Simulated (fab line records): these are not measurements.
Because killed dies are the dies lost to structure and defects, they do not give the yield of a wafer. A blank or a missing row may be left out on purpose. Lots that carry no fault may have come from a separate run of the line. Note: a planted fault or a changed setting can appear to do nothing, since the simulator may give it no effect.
What tool caused it? ; flow nand-harc ; 24 lots with 72 wafers sampled at 6 steps, on a route of 1159 steps

WHAT EACH GAUGE READ, for each wafer
The record lacks any reading of a measuring or inspecting step that a usual standard deviation could be used to judge.

WHAT TOOL EACH LOT RAN ON (gives the tool, then ch and the chambers of the sampled wafers, and finally the start)
lot;NHARC_A_STAIRCASE_ETCH_13;NHARC_A_STAIRCASE_ETCH_15;NHARC_A_STAIRCASE_ETCH_17;NHARC_A_STAIRCASE_TRIM_20;NHARC_A_STAIRCASE_ETCH_25;NHARC_A_STAIRCASE_ETCH_221
L074;rie-diel-05 ch 0,2,3, day 11 02:52 or earlier;rie-diel-05 ch 0,2,3, day 11 02:52 or earlier;rie-diel-05 ch 0,2,3, day 11 02:52 or earlier;rie-diel-05 ch 0,1,2, day 11 02:52;rie-diel-05 ch 0,2, no start;rie-diel-02 ch 0,1,3, no start
L076;rie-diel-05 ch 1,2,3, day 11 10:28 or earlier;rie-diel-05 ch 1,3, day 11 10:28 or earlier;rie-diel-05 ch 1,2,3, day 11 10:28 or earlier;rie-diel-05 ch 0,3, day 11 10:28;rie-diel-05 ch 0,1, no start;rie-diel-05 ch 0,2, no start
L078;rie-diel-11 ch 0,1,3, day 11 17:36 or earlier;rie-diel-11 ch 0,1,2, day 11 17:36 or earlier;rie-diel-11 ch 1,2, day 11 17:36 or earlier;rie-diel-11 ch 2,3, day 11 17:36;rie-diel-11 ch 0,2, no start;rie-diel-05 ch 1,2,3, no start
L077;rie-diel-05 ch 1,2,3, day 11 17:40 or earlier;rie-diel-05 ch 0,1, day 11 17:40 or earlier;rie-diel-05 ch 0,2,3, day 11 17:40 or earlier;rie-diel-05 ch 0,1,2, day 11 17:40;rie-diel-05 ch 0,1,2, no start;rie-diel-11 ch 1,3, no start
L075;rie-diel-11 ch 1,2,3, day 11 21:01 or earlier;rie-diel-11 ch 0,1, day 11 21:01 or earlier;rie-diel-11 ch 0,1,2, day 11 21:01 or earlier;rie-diel-11 ch 0,3, day 11 21:01;rie-diel-11 ch 0,1,2, no start;rie-diel-11 ch 0,1,3, no start
L080;rie-diel-02 ch 0,2,3, day 11 23:55 or earlier;rie-diel-02 ch 0,1,2, day 11 23:55 or earlier;rie-diel-02 ch 1,2, day 11 23:55 or earlier;rie-diel-02 ch 2,3, day 11 23:55;rie-diel-02 ch 0,1,2, no start;rie-diel-02 ch 2,3, no start
L079;rie-diel-05 ch 0,2,3, day 12 00:33 or earlier;rie-diel-05 ch 0,2, day 12 00:33 or earlier;rie-diel-05 ch 0,2, day 12 00:33 or earlier;rie-diel-11 ch 1,2, day 12 00:33;rie-diel-11 ch 0,1,2, no start;rie-diel-11 ch 0,1,2, no start
L081;rie-diel-11 ch 0,1,3, day 12 21:01 or earlier;rie-diel-11 ch 1,2,3, day 12 21:01 or earlier;rie-diel-11 ch 0,1,3, day 12 21:01 or earlier;rie-diel-11 ch 1,2,3, day 12 21:01;rie-diel-11 ch 0,1,3, no start;rie-diel-11 ch 0,1,2, no start
L082;rie-diel-02 ch 1,3, day 12 21:25 or earlier;rie-diel-02 ch 1,2,3, day 12 21:25 or earlier;rie-diel-02 ch 0,1, day 12 21:25 or earlier;rie-diel-02 ch 0,2,3, day 12 21:25;rie-diel-02 ch 1,2,3, no start;rie-diel-11 ch 0,2,3, no start
L083;rie-diel-11 ch 2,3, day 13 04:31 or earlier;rie-diel-11 ch 0,2,3, day 13 04:31 or earlier;rie-diel-11 ch 2,3, day 13 04:31 or earlier;rie-diel-11 ch 0,2,3, day 13 04:31;rie-diel-11 ch 1,2,3, no start;rie-diel-11 ch 1,2,3, no start
L084;rie-diel-05 ch 1,2,3, day 13 10:32 or earlier;rie-diel-05 ch 1,2, day 13 10:32 or earlier;rie-diel-05 ch 1,2, day 13 10:32 or earlier;rie-diel-05 ch 2,3, day 13 10:32;rie-diel-05 ch 1,3, no start;rie-diel-11 ch 1,2,3, no start
L085;rie-diel-02 ch 1,2,3, day 13 10:40 or earlier;rie-diel-02 ch 0,1,2, day 13 10:40 or earlier;rie-diel-02 ch 0,1,2, day 13 10:40 or earlier;rie-diel-02 ch 0,1,2, day 13 10:40;rie-diel-02 ch 0,2,3, no start;rie-diel-05 ch 0,3, no start
L087;rie-diel-05 ch 0,2, day 13 19:44 or earlier;rie-diel-05 ch 2,3, day 13 19:44 or earlier;rie-diel-05 ch 0,2, day 13 19:44 or earlier;rie-diel-11 ch 0,1,3, day 13 19:44;rie-diel-11 ch 0,1,3, no start;rie-diel-02 ch 0,2,3, no start
L086;rie-diel-11 ch 0,2,3, day 14 06:29 or earlier;rie-diel-11 ch 0,2,3, day 14 06:29 or earlier;rie-diel-11 ch 0,1,3, day 14 06:29 or earlier;rie-diel-11 ch 0,1,2, day 14 06:29;rie-diel-11 ch 0,2,3, no start;rie-diel-11 ch 0,1,2, no start
L088;rie-diel-11 ch 1,2, day 14 14:20 or earlier;rie-diel-11 ch 1,2, day 14 14:20 or earlier;rie-diel-11 ch 0,2, day 14 14:20 or earlier;rie-diel-11 ch 0,1,2, day 14 14:20;rie-diel-11 ch 1,2, no start;rie-diel-11 ch 0,1,2, no start
L089;rie-diel-02 ch 2,3, day 14 14:11 or earlier;rie-diel-02 ch 2,3, day 14 14:11 or earlier;rie-diel-02 ch 0,2, day 14 14:11 or earlier;rie-diel-02 ch 0,1, day 14 14:11;rie-diel-02 ch 1,2, no start;rie-diel-11 ch 0,1,2, no start
L092;rie-diel-11 ch 0,1,2, day 15 01:12 or earlier;rie-diel-11 ch 1,2, day 15 01:12 or earlier;rie-diel-11 ch 0,1, day 15 01:12 or earlier;rie-diel-11 ch 0,1,2, day 15 01:12;rie-diel-11 ch 0,1,2, no start;rie-diel-11 ch 0,1,2, no start
L090;rie-diel-05 ch 0,3, day 15 01:07 or earlier;rie-diel-05 ch 1,2,3, day 15 01:07 or earlier;rie-diel-05 ch 0,1,2, day 15 01:07 or earlier;rie-diel-02 ch 0,1,3, day 15 01:07;rie-diel-02 ch 2,3, no start;rie-diel-11 ch 1,2, no start
L091;rie-diel-05 ch 0,1,3, day 15 01:45 or earlier;rie-diel-05 ch 1,3, day 15 01:45 or earlier;rie-diel-05 ch 0,1, day 15 01:45 or earlier;rie-diel-05 ch 0,1,3, day 15 01:45;rie-diel-05 ch 0,3, no start;rie-diel-11 ch 0,1, no start
L093;rie-diel-02 ch 1,2,3, day 15 11:52 or earlier;rie-diel-02 ch 0,1,2, day 15 11:52 or earlier;rie-diel-02 ch 0,3, day 15 11:52 or earlier;rie-diel-02 ch 0,2,3, day 15 11:52;rie-diel-02 ch 0,2, no start;rie-diel-05 ch 1,2, no start
L094;rie-diel-02 ch 1,2,3, day 15 12:41 or earlier;rie-diel-02 ch 0,2,3, day 15 12:41 or earlier;rie-diel-02 ch 0,2,3, day 15 12:41 or earlier;rie-diel-11 ch 0,1,3, day 15 12:41;rie-diel-11 ch 0,1,3, no start;rie-diel-11 ch 1,2,3, no start
L095;rie-diel-11 ch 0,1,3, day 15 18:59 or earlier;rie-diel-11 ch 2,3, day 15 18:59 or earlier;rie-diel-11 ch 0,2,3, day 15 18:59 or earlier;rie-diel-11 ch 1,2, day 15 18:59;rie-diel-11 ch 1,2,3, no start;rie-diel-05 ch 0,1,2, no start
L096;rie-diel-02 ch 0,1, day 16 09:22 or earlier;rie-diel-02 ch 0,2,3, day 16 09:22 or earlier;rie-diel-02 ch 0,2,3, day 16 09:22 or earlier;rie-diel-05 ch 0,1, day 16 09:22;rie-diel-05 ch 1,3, no start;rie-diel-05 ch 1,2, no start
L097;rie-diel-02 ch 1,2, day 17 00:24 or earlier;rie-diel-02 ch 0,3, day 17 00:24 or earlier;rie-diel-02 ch 0,1,2, day 17 00:24 or earlier;rie-diel-02 ch 0,1, day 17 00:24;rie-diel-02 ch 0,3, no start;rie-diel-05 ch 0,1, no start
- NHARC_A_STAIRCASE_ETCH_13: etches the open film in C4F8/O2, target depth 100 nm, time 40.5 s.
- NHARC_A_STAIRCASE_ETCH_15: etches the open film in C4F8/O2, target depth 100 nm, time 40.5 s.
- NHARC_A_STAIRCASE_ETCH_17: etches the open film in C4F8/O2, target depth 100 nm, time 40.5 s.
- NHARC_A_STAIRCASE_TRIM_20: chemistry O2, time 211.2 s.
- NHARC_A_STAIRCASE_ETCH_25: etches the open film in C4F8/O2, target depth 100 nm, time 40.5 s.
- NHARC_A_STAIRCASE_ETCH_221: etches the open film in C4F8/O2, target depth 100 nm, time 40.5 s.

AS READ BY THE TOOLS THEMSELVES (means over the sampled wafers that have a number; for cases with no such wafer, the mark the record gives instead)
NHARC_A_STAIRCASE_ETCH_13. Usual: bias-w 1000.0 W, standard deviation 2.9; oes-product-au 0.938 a.u., standard deviation 0.013; rf-vpp-V 894 V, standard deviation 5.3.
lot;tool;bias-w (W);oes-product-au (a.u.);rf-vpp-V (V);flag
L074;rie-diel-05;998.6;0.944;898;
L076;rie-diel-05;1002.7;0.956;899;
L078;rie-diel-11;999.6;0.941;894;
L077;rie-diel-05;1001.1;0.949;900;
L075;rie-diel-11;1000.9;0.932;894;
L080;rie-diel-02;998.9;0.951;891;
L079;rie-diel-05;1001.6;0.917;896;
L081;rie-diel-11;999.4;0.945;894;
L082;rie-diel-02;997.5;0.939;895;
L083;rie-diel-11;999.7;0.931;895;
L084;rie-diel-05;999.4;0.932;900;
L085;rie-diel-02;1000.9;0.954;893;
L087;rie-diel-05;1000.4;0.921;893;
L086;rie-diel-11;999.6;0.953;894;
L088;rie-diel-11;1000.6;0.924;890;
L089;rie-diel-02;1002.8;0.937;894;
L092;rie-diel-11;1001.2;0.930;889;
L090;rie-diel-05;1001.3;0.935;897;
L091;rie-diel-05;1003.4;0.933;896;
L093;rie-diel-02;998.2;0.941;892;
L094;rie-diel-02;998.3;0.936;893;
L095;rie-diel-11;1001.7;0.919;893;
L096;rie-diel-02;1000.2;0.944;899;
L097;rie-diel-02;999.7;0.948;893;

NHARC_A_STAIRCASE_ETCH_15. Usual: bias-w 1000.0 W, standard deviation 2.9; oes-product-au 0.939 a.u., standard deviation 0.012; rf-vpp-V 895 V, standard deviation 5.4.
lot;tool;bias-w (W);oes-product-au (a.u.);rf-vpp-V (V);flag
L074;rie-diel-05;1001.1;0.946;897;
L076;rie-diel-05;1001.4;0.935;900;
L078;rie-diel-11;1000.0;0.938;890;
L077;rie-diel-05;999.3;0.933;896;
L075;rie-diel-11;1001.2;0.933;890;
L080;rie-diel-02;1003.0;0.947;889;
L079;rie-diel-05;997.7;0.913;893;
L081;rie-diel-11;1000.0;0.942;894;
L082;rie-diel-02;1000.0;0.946;893;
L083;rie-diel-11;1002.1;0.927;894;
L084;rie-diel-05;998.8;0.935;899;
L085;rie-diel-02;1002.0;0.937;891;
L087;rie-diel-05;1000.2;0.929;900;
L086;rie-diel-11;999.4;0.949;893;
L088;rie-diel-11;999.2;0.932;888;
L089;rie-diel-02;995.4;0.951;893;
L092;rie-diel-11;999.8;0.932;890;
L090;rie-diel-05;1003.5;0.940;899;
L091;rie-diel-05;1001.8;0.948;899;
L093;rie-diel-02;998.8;0.945;896;
L094;rie-diel-02;998.7;0.941;897;
L095;rie-diel-11;998.7;0.943;897;
L096;rie-diel-02;997.8;0.946;897;
L097;rie-diel-02;1003.5;0.961;903;

NHARC_A_STAIRCASE_ETCH_17. Usual: bias-w 999.9 W, standard deviation 3; oes-product-au 0.942 a.u., standard deviation 0.011; rf-vpp-V 894 V, standard deviation 5.3.
lot;tool;bias-w (W);oes-product-au (a.u.);rf-vpp-V (V);flag
L074;rie-diel-05;1000.5;0.937;896;
L076;rie-diel-05;998.6;0.941;900;
L078;rie-diel-11;999.2;0.937;889;
L077;rie-diel-05;997.8;0.932;895;
L075;rie-diel-11;1001.6;0.938;890;
L080;rie-diel-02;1000.0;0.959;890;
L079;rie-diel-05;997.1;0.935;894;
L081;rie-diel-11;997.2;0.946;893;
L082;rie-diel-02;1004.3;0.940;891;
L083;rie-diel-11;999.9;0.935;897;
L084;rie-diel-05;997.7;0.942;898;
L085;rie-diel-02;1001.1;0.949;889;
L087;rie-diel-05;1002.1;0.930;896;
L086;rie-diel-11;1001.6;0.948;894;
L088;rie-diel-11;998.2;0.942;891;
L089;rie-diel-02;1002.8;0.948;887;
L092;rie-diel-11;997.3;0.946;889;
L090;rie-diel-05;997.3;0.936;895;
L091;rie-diel-05;1001.5;0.944;896;
L093;rie-diel-02;999.2;0.942;899;
L094;rie-diel-02;999.0;0.942;897;
L095;rie-diel-11;1000.9;0.930;894;
L096;rie-diel-02;999.1;0.953;897;
L097;rie-diel-02;1001.8;0.960;896;

NHARC_A_STAIRCASE_TRIM_20. Usual: drypump-motor-current-A 5.70 A, standard deviation 0.29; oes-product-au 1.002 a.u., standard deviation 0.0099; rf-vpp-V 57.7 V, standard deviation 0.96; showerhead-plenum-p-Torr 3.47 Torr, standard deviation 0.14; throttle-valve-pct 17.036 %, standard deviation 0.011.
lot;tool;drypump-motor-current-A (A);oes-product-au (a.u.);rf-vpp-V (V);showerhead-plenum-p-Torr (Torr);throttle-valve-pct (%);flag
L074;rie-diel-05;5.61;0.996;58.3;3.53;17.030;
L076;rie-diel-05;5.59;0.986;58.2;3.48;17.029;
L078;rie-diel-11;5.78;0.993;58.9;3.48;17.047;
L077;rie-diel-05;5.61;0.998;57.8;3.53;17.037;
L075;rie-diel-11;5.64;1.003;57.8;3.57;17.038;
L080;rie-diel-02;5.73;1.017;57.4;3.48;17.036;
L079;rie-diel-11;5.73;0.990;56.9;3.34;17.037;
L081;rie-diel-11;5.66;0.995;57.6;3.46;17.032;
L082;rie-diel-02;5.54;1.010;57.4;3.39;17.046;
L083;rie-diel-11;5.82;1.001;58.1;3.47;17.031;
L084;rie-diel-05;5.53;0.993;58.2;3.63;17.037;
L085;rie-diel-02;5.65;1.020;57.2;3.36;17.037;
L087;rie-diel-11;5.72;0.993;58.0;3.45;17.035;
L086;rie-diel-11;5.91;1.000;57.2;3.35;17.033;
L088;rie-diel-11;5.91;1.003;58.3;3.35;17.033;
L089;rie-diel-02;5.71;1.010;57.6;3.41;17.041;
L092;rie-diel-11;5.92;0.999;57.8;3.35;17.037;
L090;rie-diel-02;5.61;1.009;57.5;3.61;17.030;
L091;rie-diel-05;5.62;1.001;58.6;3.54;17.039;
L093;rie-diel-02;5.56;1.010;58.3;3.56;17.034;
L094;rie-diel-11;5.72;0.999;57.3;3.44;17.041;
L095;rie-diel-11;5.85;1.001;57.8;3.34;17.044;
L096;rie-diel-05;5.67;0.995;57.5;3.52;17.028;
L097;rie-diel-02;5.71;1.008;57.3;3.58;17.034;

NHARC_A_STAIRCASE_ETCH_25. Usual: bias-w 1001 W, standard deviation 3.4; oes-product-au 0.944 a.u., standard deviation 0.012; rf-vpp-V 894 V, standard deviation 5.2.
lot;tool;bias-w (W);oes-product-au (a.u.);rf-vpp-V (V);flag
L074;rie-diel-05;1000;0.939;893;
L076;rie-diel-05;1001;0.931;897;
L078;rie-diel-11;1003;0.941;891;
L077;rie-diel-05;1000;0.937;897;
L075;rie-diel-11;998;0.943;890;
L080;rie-diel-02;1002;0.950;889;
L079;rie-diel-11;1001;0.944;890;
L081;rie-diel-11;1001;0.940;893;
L082;rie-diel-02;998;0.955;893;
L083;rie-diel-11;1000;0.931;892;
L084;rie-diel-05;999;0.944;900;
L085;rie-diel-02;997;0.957;892;
L087;rie-diel-11;1000;0.935;893;
L086;rie-diel-11;1002;0.947;894;
L088;rie-diel-11;1002;0.931;888;
L089;rie-diel-02;1000;0.957;892;
L092;rie-diel-11;1003;0.946;889;
L090;rie-diel-02;1001;0.944;891;
L091;rie-diel-05;997;0.938;897;
L093;rie-diel-02;997;0.945;894;
L094;rie-diel-11;999;0.943;892;
L095;rie-diel-11;1003;0.942;893;
L096;rie-diel-05;1000;0.950;899;
L097;rie-diel-02;1004;0.954;900;

NHARC_A_STAIRCASE_ETCH_221. Usual: bias-w 1000 W, standard deviation 3.2; oes-product-au 0.934 a.u., standard deviation 0.016; rf-vpp-V 893 V, standard deviation 4.8.
lot;tool;bias-w (W);oes-product-au (a.u.);rf-vpp-V (V);flag
L074;rie-diel-02;1004;0.951;894;
L076;rie-diel-05;999;0.932;896;
L078;rie-diel-05;1000;0.927;899;
L077;rie-diel-11;1002;0.935;898;
L075;rie-diel-11;998;0.934;894;
L080;rie-diel-02;1001;0.963;894;
L079;rie-diel-11;1001;0.941;889;
L081;rie-diel-11;1001;0.935;890;
L082;rie-diel-11;1002;0.927;894;
L083;rie-diel-11;1000;0.918;893;
L084;rie-diel-11;1002;0.911;893;
L085;rie-diel-05;1001;0.916;894;
L087;rie-diel-02;1003;0.967;890;
L086;rie-diel-11;1000;0.919;889;
L088;rie-diel-11;996;0.928;889;
L089;rie-diel-11;1000;0.923;889;
L092;rie-diel-11;1005;0.924;889;
L090;rie-diel-11;997;0.925;889;
L091;rie-diel-11;999;0.926;890;
L093;rie-diel-05;1002;0.944;898;
L094;rie-diel-11;999;0.928;892;
L095;rie-diel-05;1000;0.949;896;
L096;rie-diel-05;1000;0.949;898;
L097;rie-diel-05;1001;0.926;895;

THE ANSWER, worked out from the rows above alone
Rule: take the mean of a lot's wafers that have a number; if it is more than 3 standard deviations from the usual mean, the lot is off. A lot without any number at a reading at which 4 lots or more have one is off too. All remaining lots with rows at the step are treated as sound. Order of review: gauges by route order, followed by the tools' own readings, for which a lot's mean as printed above is used. The first step at which some lot is off is used, and at that step the reading that is off furthest; a lot without a number counts as furthest.
Nothing can be told from this: no lot is off at any reading shown.

WHAT THE SIMULATOR HAD INSERTED
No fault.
